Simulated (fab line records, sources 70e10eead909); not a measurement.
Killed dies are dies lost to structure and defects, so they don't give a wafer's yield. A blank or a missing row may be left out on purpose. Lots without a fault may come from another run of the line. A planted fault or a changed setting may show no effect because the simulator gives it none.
fab line records | flow nand_harc
record lots=5 wafers=15 last_day=33
route steps=1302 shown A_CHANNEL_HOLE_D2@585 END@1302
lots that met no fault: from a run of the same line without faults
start_h: hours from the record's first day to the start of the lot's first wafer shown | wait_h: hours since the lot's step before | " the same as in the row above | L1.1+2: a row that stands for several wafers | - no value, or no start given | * or withheld: withheld | < > ~ a bound
route shown NAME@n: a module of which the file shows steps, and the number in the route of the first | usual: mean/standard deviation of fault-free wafers | same: alike in all rows | chamber/n: place in a boat | sites: the reading at each site | _std_site: their standard deviation | _edge_site: outer sites' mean less inner sites' | radius_mm: how far each site lies from the wafer's centre | mask NAME#n: copy n | behind: the tool/chamber that last shaped the wafer | hold: why the lot was held/for how many hours/how that ended | device: the transistor (n, p or np) that didn't switch | end of line: the same wafers' tests at the end of the route | a step without rows: its recipe alone | killed: dies lost to structure and defects at the first sort, not the wafer's yield | map: a wafer's dies, x killed, . not, _ none there
set.NAME: the setting as run; set.NAME@STEP: as run at that earlier step | model.NAME: the simulator's own value behind a step, which no gauge read
lots at some steps of the route; a table a step, a row a wafer
services: from which hour (start_h, from the record's first day; less than 0 if before it) a tool's chamber was out of use, for how many hours, and why
## steps
# step NHARC_A_CHANNEL_HOLE_D2_DESCUM_15
# recipe time_s=3 o2_flow_sccm=200 ar_flow_sccm=0 bias_power_w=0 chemistry=O2
# step NHARC_A_CHANNEL_HOLE_D2_ETCH_38
# recipe target_depth_a=390 over_etch_frac=0.3 time_s=65 ion_energy_ev=80 cf4_flow_sccm=150 ar_flow_sccm=0 rf_w=300 bias_w=100 chemistry=CF4
# step NHARC_A_CHANNEL_HOLE_D2_ETCH_39
# recipe target_depth_a=2600 over_etch_frac=0.3 time_s=325 ion_energy_ev=200 n2_flow_sccm=150 h2_flow_sccm=150 ar_flow_sccm=0 rf_w=400 bias_w=150 chemistry=N2/H2
# step NHARC_A_CHANNEL_HOLE_D2_ETCH_34
# recipe target_depth_a=1540 time_s=77 cf4_flow_sccm=100 chf3_flow_sccm=30 ar_flow_sccm=0 rf_w=500 bias_w=200 chemistry=CF4/CHF3
# step NHARC_A_CHANNEL_HOLE_D2_ETCH_16
# recipe target_depth_a=31000 over_etch_frac=0.3 time_s=806 ion_energy_ev=150 o2_flow_sccm=400 cos_flow_sccm=20 ar_flow_sccm=0 rf_w=500 bias_w=300 chemistry=O2/COS
# step NHARC_A_CHANNEL_HOLE_D2_ETCH_19
# recipe bias_v=1200 source_w=2500 pressure_mtorr=15 time_s=34.5 ar_flow_sccm=375 c4f8_flow_sccm=28.8 o2_flow_sccm=96.2 temp_c=-20 target_depth_a=* chemistry=C4F8/O2/Ar
# step NHARC_A_CHANNEL_HOLE_D2_ETCH_20
# recipe bias_v=3000 source_w=withheld pressure_mtorr=20 time_s=361.9 ar_flow_sccm=375 c4f8_flow_sccm=89.3 o2_flow_sccm=35.7 temp_c=-20 target_depth_a=16000 chemistry=C4F8/O2/Ar
# step NHARC_A_CHANNEL_HOLE_D2_ETCH_21
# recipe bias_v=3000 source_w=withheld pressure_mtorr=20 time_s=514.3 ar_flow_sccm=375 c4f8_flow_sccm=89.3 o2_flow_sccm=35.7 temp_c=-20 target_depth_a=16000 chemistry=C4F8/O2/Ar
# step NHARC_A_CHANNEL_HOLE_D2_ETCH_22
# recipe bias_v=3000 source_w=withheld pressure_mtorr=20 time_s=666.7 ar_flow_sccm=375 c4f8_flow_sccm=89.3 o2_flow_sccm=35.7 temp_c=-20 target_depth_a=16000 chemistry=C4F8/O2/Ar
# usual drypump_motor_current_A=5.82/0.17 showerhead_plenum_p_Torr=3.70/0.14 temp_c=-20.02/0.095 throttle_valve_pct=32.154/0.0096
# columns lot.wafer tool chamber start_h wait_h drypump_motor_current_A rf_hours_counter_h showerhead_plenum_p_Torr temp_c throttle_valve_pct
L629.3 har_etch-01 1 416.34 0.4 5.86 - 3.62 -20.09 32.157
L629.6 " 1 " " 5.83 - 3.62 -19.94 32.161
L629.5 " 0 " " 5.67 - 3.66 -20.06 32.147
L631.1 har_etch-01 0 428.31 0.4 5.68 238 3.65 -19.97 32.164
L631.2 " 1 " " 5.85 238 3.61 -20.09 32.157
L631.5 " 1 " " 5.83 - 3.61 -20.13 32.143
L632.2 har_etch-01 1 432.49 0.4 5.84 242 3.61 -19.87 32.155
L632.5 " 1 " " 5.86 - 3.61 -20.03 32.147
L632.6 " 0 " " 5.66 - 3.65 -20.01 32.164
L640.4 har_etch-01 1 488.46 0.4 5.84 - 3.59 -19.94 32.158
L640.6 " 1 " " 5.83 - 3.59 -20.02 32.157
L640.5 " 0 " " 5.66 - 3.63 -19.97 32.149
L641.2 har_etch-02 1 516.64 0.4 6.18 66 3.90 -19.91 32.141
L641.4 " 0 " " 5.75 - 3.90 -19.96 32.157
L641.6 " 1 " " 6.18 - 3.90 -20.09 32.167
# step NHARC_A_CHANNEL_HOLE_D2_ETCH_23
# recipe bias_v=5000 source_w=withheld pressure_mtorr=20 time_s=819 ar_flow_sccm=375 c4f8_flow_sccm=89.3 o2_flow_sccm=35.7 temp_c=-20 target_depth_a=16000 chemistry=C4F8/O2/Ar
# step NHARC_A_CHANNEL_HOLE_D2_ETCH_24
# recipe bias_v=5000 source_w=withheld pressure_mtorr=20 time_s=906.2 ar_flow_sccm=375 c4f8_flow_sccm=93.8 o2_flow_sccm=31.2 temp_c=-20 target_depth_a=15000 chemistry=C4F8/O2/Ar
# step NHARC_A_CHANNEL_HOLE_D2_ETCH_25
# recipe bias_v=5000 source_w=withheld pressure_mtorr=20 time_s=1040.2 ar_flow_sccm=375 c4f8_flow_sccm=93.8 o2_flow_sccm=31.2 temp_c=-20 target_depth_a=15000 chemistry=C4F8/O2/Ar
# step NHARC_A_CHANNEL_HOLE_D2_ETCH_26
# recipe bias_v=300 source_w=2000 pressure_mtorr=30 time_s=224.1 ar_flow_sccm=375 c4f8_flow_sccm=11.4 o2_flow_sccm=113.6 temp_c=-20 target_depth_a=3000 chemistry=C4F8/O2/Ar
# step NHARC_A_CHANNEL_HOLE_D2_ETCH_27
# recipe bias_v=400 source_w=2000 pressure_mtorr=25 time_s=90 ar_flow_sccm=375 c4f8_flow_sccm=41.7 o2_flow_sccm=83.3 temp_c=-20 target_depth_a=4000 chemistry=C4F8/O2/Ar
# step NHARC_A_CHANNEL_HOLE_D2_STRIP_41
# recipe n2_flow_sccm=150 h2_flow_sccm=150 ar_flow_sccm=0 bias_w=0 chemistry=N2/H2
# step NHARC_A_CHANNEL_HOLE_D2_STRIP_42
# recipe cf4_flow_sccm=100 chf3_flow_sccm=30 ar_flow_sccm=0 bias_w=0 chemistry=CF4/CHF3
# step NHARC_A_CHANNEL_HOLE_D2_STRIP_43
# recipe o2_flow_sccm=400 cos_flow_sccm=20 ar_flow_sccm=0 bias_w=0 chemistry=O2/COS
# step NHARC_A_CHANNEL_HOLE_D2_ETCH_44
# recipe target_depth_a=1400 overetch_a=140 time_s=77 ion_energy_ev=100 cf4_flow_sccm=80 o2_flow_sccm=20 ar_flow_sccm=0 rf_w=300 bias_w=100 chemistry=CF4/O2
# step NHARC_A_CHANNEL_HOLE_D2_STRIP_28
# recipe o2_flow_sccm=500 ar_flow_sccm=0 bias_w=0 chemistry=O2
# step NHARC_A_CHANNEL_HOLE_D2_PRECLEAN_29
# recipe time_s=* temp_c=50 bath_age_min=0 chemistry=SC1
# step NHARC_A_CHANNEL_HOLE_D2_SRD_30
# step NHARC_A_CHANNEL_HOLE_D2_XSEM_32
# recipe landing_energy_ev=35000
# usual bot_cd_nm=75.1/1.4 bow_nm=8.66/0.28 tilt_deg=0.08/0.04
# same landing_energy_ev=35000
# columns lot.wafer tool chamber start_h wait_h bot_cd_nm bow_nm tilt_deg
L629.3 xsem-01 0 420.92 0.1 73.8 8.79 0.03
L629.5 " 0 " " 75.3 14.18 0.03
L629.6 " 0 " " 73.1 9.00 0.03
L631.1 xsem-01 0 433.06 0.1 74.9 13.88 0.07
L631.2 " 0 " " 72.7 8.26 0.07
L631.5 " 0 " " 74.2 8.26 0.07
L632.2 xsem-01 0 437.21 0.1 75.9 8.68 0.08
L632.5 " 0 " " 72.9 8.66 0.08
L632.6 " 0 " " 76.1 14.09 0.08
L640.4 xsem-01 0 493.02 0.1 74.7 8.85 0.05
L640.5 " 0 " " 73.0 8.78 0.05
L640.6 " 0 " " 73.6 8.75 0.05
L641.2 xsem-01 0 521.42 0.1 73.7 8.34 0.10
L641.4 " 0 " " 75.9 8.24 0.10
L641.6 " 0 " " 74.2 8.31 0.09
# step NHARC_END_SORT_01
# recipe temp_c=25
# usual killed_at_array=54/18 killed_at_other=0.9/1.2 killed_at_periphery=4.4/2.9 killed_dies=59/18 killed_open=3.2/1.8 killed_short=2.6/1.8
# same gross_dies=677
# columns lot.wafer tool chamber start_h wait_h killed_at_array killed_at_other killed_at_periphery killed_dies killed_open killed_short
L629.3 prober-02 0 714.14 3.1 66 0 0 66 4 1
L629.5 prober-02 0 715.73 3.7 66 0 1 67 3 1
L629.6 prober-02 0 716.53 4.0 52 1 3 56 1 2
L632.2 prober-01 0 721.26 2.8 41 0 3 44 4 3
L640.4 prober-02 0 767.99 3.4 52 0 5 57 4 6
L640.5 prober-02 0 768.79 3.7 48 1 4 53 5 2
L640.6 prober-02 0 769.58 4.0 50 0 3 53 2 4
# killed by level:class
L629.3 A_SLIT:chamber_film_flake=26 A_CHANNEL_HOLE_D2:chamber_film_flake=21 A_CHANNEL_HOLE_D1:chamber_film_flake=5 A_WL_FILL:chamber_film_flake=5 A_M0:geometric_particle:open=2 A_CHANNEL_HOLE_D1:geometric_particle:open=1 A_DECK1_JOINT:geometric_particle:short=1 A_WL_FILL:geometric_particle:open=1
L629.5 A_SLIT:chamber_film_flake=37 A_CHANNEL_HOLE_D2:chamber_film_flake=20 A_CHANNEL_HOLE_D1:chamber_film_flake=3 A_CHANNEL_HOLE_D1:geometric_particle:open=2 A_ONON_D2:geometric_particle:short=1 A_CONTACT:geometric_particle:open=1 P_STI:chamber_film_flake=1 A_CHANNEL_FILL_D1:chamber_film_flake=1
L629.6 A_SLIT:chamber_film_flake=27 A_CHANNEL_HOLE_D2:chamber_film_flake=16 A_BLC:chamber_film_flake=2 A_DECK1_JOINT:geometric_particle:short=1 A_SGD_CUT:geometric_particle:short=1 A_M1:geometric_particle:open=1 P_ZERO_WELL:chamber_film_flake=1 P_STI:chamber_film_flake=1
L632.2 A_CHANNEL_HOLE_D2:chamber_film_flake=22 A_CHANNEL_HOLE_D1:chamber_film_flake=4 A_STAIRCASE:chamber_film_flake=3 A_CHANNEL_HOLE_D2:geometric_particle:open=2 A_SLIT:chamber_film_flake=2 A_CONTACT:chamber_film_flake=2 P_CONTACT:geometric_particle:short=1 A_SOURCE_PLATE:geometric_particle:open=1
L640.4 A_CHANNEL_HOLE_D2:chamber_film_flake=28 A_CHANNEL_HOLE_D1:chamber_film_flake=8 P_CONTACT:chamber_film_flake=3 A_SLIT:chamber_film_flake=3 P_GATE:geometric_particle:open=2 A_CHANNEL_HOLE_D1:geometric_particle:short=2 A_WL_FILL:geometric_particle:short=2 A_CONTACT:chamber_film_flake=2
L640.5 A_CHANNEL_HOLE_D2:chamber_film_flake=26 A_CHANNEL_HOLE_D1:chamber_film_flake=9 A_SLIT:chamber_film_flake=6 P_CONTACT:chamber_film_flake=2 A_WL_FILL:chamber_film_flake=2 P_CONTACT:geometric_particle:open=1 P_M1:geometric_particle:open=1 A_ONON_D1:geometric_particle:open=1
L640.6 A_CHANNEL_HOLE_D2:chamber_film_flake=28 A_CHANNEL_HOLE_D1:chamber_film_flake=10 A_STAIRCASE:chamber_film_flake=3 A_SLIT:chamber_film_flake=3 A_WL_FILL:geometric_particle:short=2 P_M0:geometric_particle:open=1 A_SOURCE_PLATE:geometric_particle:short=1 A_ONON_D1:geometric_particle:short=1
## services
# columns tool chamber start_h hours kind
har_etch-02 0 396.02 - clean
har_etch-02 0 396.02 - consumable_replace:focus_ring
har_etch-02 0 396.02 - consumable_replace:showerhead
har_etch-02 1 396.02 - clean
har_etch-02 1 396.02 - consumable_replace:focus_ring
har_etch-02 1 396.02 - consumable_replace:showerhead
## key
first_sign step=NHARC_A_CHANNEL_HOLE_D2_XSEM_32 reading=bow_nm direction=up sigmas=19 usual=8.66 struck=14.05
effect none on later readings
met_at NHARC_A_CHANNEL_HOLE_D2_ETCH_22
struck_wafers L629.5,L631.1,L632.6
tester_left_out L629,L631,L632
fault kind=process_parameter_drift tool=har_etch-01 chamber=0 onset_h=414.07 steps=NHARC_A_CHANNEL_HOLE_D2_ETCH_22 channel=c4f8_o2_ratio offset=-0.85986 shape=step end_h=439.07 acts_in=these_recipes_only stated=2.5
# tester_left_out: of these lots the tester's yield and bins aren't shown, on N5 and GAA mostly nor the transistor test; their killed dies are dies lost to structure and defects alone, not to doping, threshold or leakage, so they don't give the yield
